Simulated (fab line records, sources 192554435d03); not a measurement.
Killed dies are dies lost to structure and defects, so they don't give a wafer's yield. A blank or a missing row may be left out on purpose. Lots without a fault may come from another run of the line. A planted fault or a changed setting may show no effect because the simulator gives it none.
Which tool did it? | flow n5_finfet | 10 lots, 27 wafers sampled, at 1 step of a route of 1938

WHAT THE GAUGES READ, wafer by wafer
N5_BEOL_M4_RC_MEAS_101. Usual: DIBL_N 36.9 mV/V, standard deviation 2.1; DIBL_P 37.1 mV/V, standard deviation 2.5; IOFF_N 0.17 nA/um, standard deviation 0.039; IOFF_P 0.23 nA/um, standard deviation 0.043; ION_N 673 uA/um, standard deviation 15; ION_P 462 uA/um, standard deviation 9.1; SS_N 71.8 mV/dec, standard deviation 0.69; SS_P 73.6 mV/dec, standard deviation 0.74; VT_N 250 mV, standard deviation 3.6; VT_P -249.7 mV, standard deviation 2.9.
lot  | measured     | on        | DIBL_N (mV/V)  | DIBL_P (mV/V)  | IOFF_N (nA/um) | IOFF_P (nA/um) | ION_N (uA/um) | ION_P (uA/um) | SS_N (mV/dec)  | SS_P (mV/dec)  | VT_N (mV)   | VT_P (mV)            | flag
L399 | day 8 09:50  | prober-02 | 35.1 36.0 34.3 | 37.0 36.9 35.4 | 0.16 0.15 0.14 | 0.24 0.23 0.20 | 691 666 674   | 474 459 464   | 71.2 71.7 71.2 | 74.0 73.6 73.3 | 251 253 249 | -247.6 -248.0 -248.0 |
L401 | day 8 12:47  | prober-01 | 33.5 35.6 35.8 | 33.0 35.0 35.6 | 0.12 0.15 0.14 | 0.17 0.19 0.19 | 677 665 667   | 465 453 452   | 70.8 71.1 70.7 | 72.1 72.9 73.2 | 254 249 251 | -252.8 -252.3 -250.6 |
L398 | day 8 17:35  | prober-01 | 37.9 39.5 37.5 | 37.0 40.3 36.5 | 0.18 0.22 0.16 | 0.19 0.23 0.17 | 674 687 664   | 447 456 444   | 71.8 71.9 72.2 | 73.2 74.3 73.8 | 248 247 253 | -249.9 -250.1 -252.8 |
L402 | day 9 05:56  | prober-02 | 35.4 34.6 37.6 | 35.1 34.5 37.6 | 0.14 0.14 0.18 | 0.20 0.19 0.22 | 662 659 683   | 456 451 469   | 71.9 72.0 72.3 | 74.4 73.8 74.3 | 255 254 251 | -251.6 -250.6 -250.2 |
L407 | day 10 08:43 | prober-01 | 43.2 38.0 35.8 | 41.7 35.4 34.8 | 0.28 0.17 0.14 | 0.34 0.21 0.21 | 689 659 682   | 465 447 467   | 73.0 71.8 70.4 | 75.6 73.8 73.4 | 243 251 250 | -247.7 -252.2 -249.3 |
L410 | day 11 02:46 | prober-02 | 37.6 35.9      | 40.2 36.7      | 0.22 0.16      | 0.29 0.21      | 682 663       | 468 455       | 72.4 72.2      | 73.5 73.3      | 249 254     | -247.1 -252.4        |
L414 | day 12 08:32 | prober-01 | 40.2 38.7      | 41.3 39.0      | 0.22 0.19      | 0.28 0.24      | 700 689       | 472 465       | 72.7 72.4      | 73.9 72.8      | 248 246     | -246.3 -249.5        |
L416 | day 12 15:34 | prober-01 | 34.4 37.2 38.1 | 34.4 37.1 38.7 | 0.12 0.17 0.19 | 0.16 0.19 0.22 | 665 671 687   | 450 457 462   | 71.6 71.5 71.6 | 73.0 73.6 73.9 | 254 249 246 | -251.9 -252.1 -250.4 |
L419 | day 13 11:25 | prober-01 | 34.9 35.2      | 35.0 35.2      | 0.15 0.16      | 0.21 0.24      | 673 658       | 461 459       | 71.7 71.6      | 73.4 73.2      | 250 249     | -247.6 -246.8        |
L420 | day 13 14:06 | prober-02 | 37.3 33.3 37.4 | 35.9 32.1 37.0 | 0.17 0.11 0.19 | 0.21 0.15 0.23 | 681 664 700   | 462 455 474   | 72.1 70.4 71.9 | 73.4 72.4 73.5 | 248 254 245 | -250.6 -254.1 -250.7 |

WHICH TOOL RAN EACH LOT (tool, then ch and the chambers of the sampled wafers, then the start)
The record holds no process step before these readings.

WHAT THE TOOLS THEMSELVES READ (means of the sampled wafers that have a number; where no wafer has one, the mark that the record gives instead)
The record holds no such reading with a usual standard deviation.

THE ANSWER, worked out from the rows above alone
Rule: a lot is off if the mean of its wafers that have a number lies more than 3 standard deviations from the usual mean. A lot without any number at a reading at which 4 lots or more have one is off too. The other lots that the step has rows for count as sound. The gauges are gone through in route order, then the tools' own readings, and for those a lot's mean is taken as printed above. The first step at which some lot is off is used, and at that step the reading that is off furthest; a lot without a number counts as furthest.
No lot is off at any reading shown: from this, nothing can be told.

WHAT THE SIMULATOR HAD PUT IN
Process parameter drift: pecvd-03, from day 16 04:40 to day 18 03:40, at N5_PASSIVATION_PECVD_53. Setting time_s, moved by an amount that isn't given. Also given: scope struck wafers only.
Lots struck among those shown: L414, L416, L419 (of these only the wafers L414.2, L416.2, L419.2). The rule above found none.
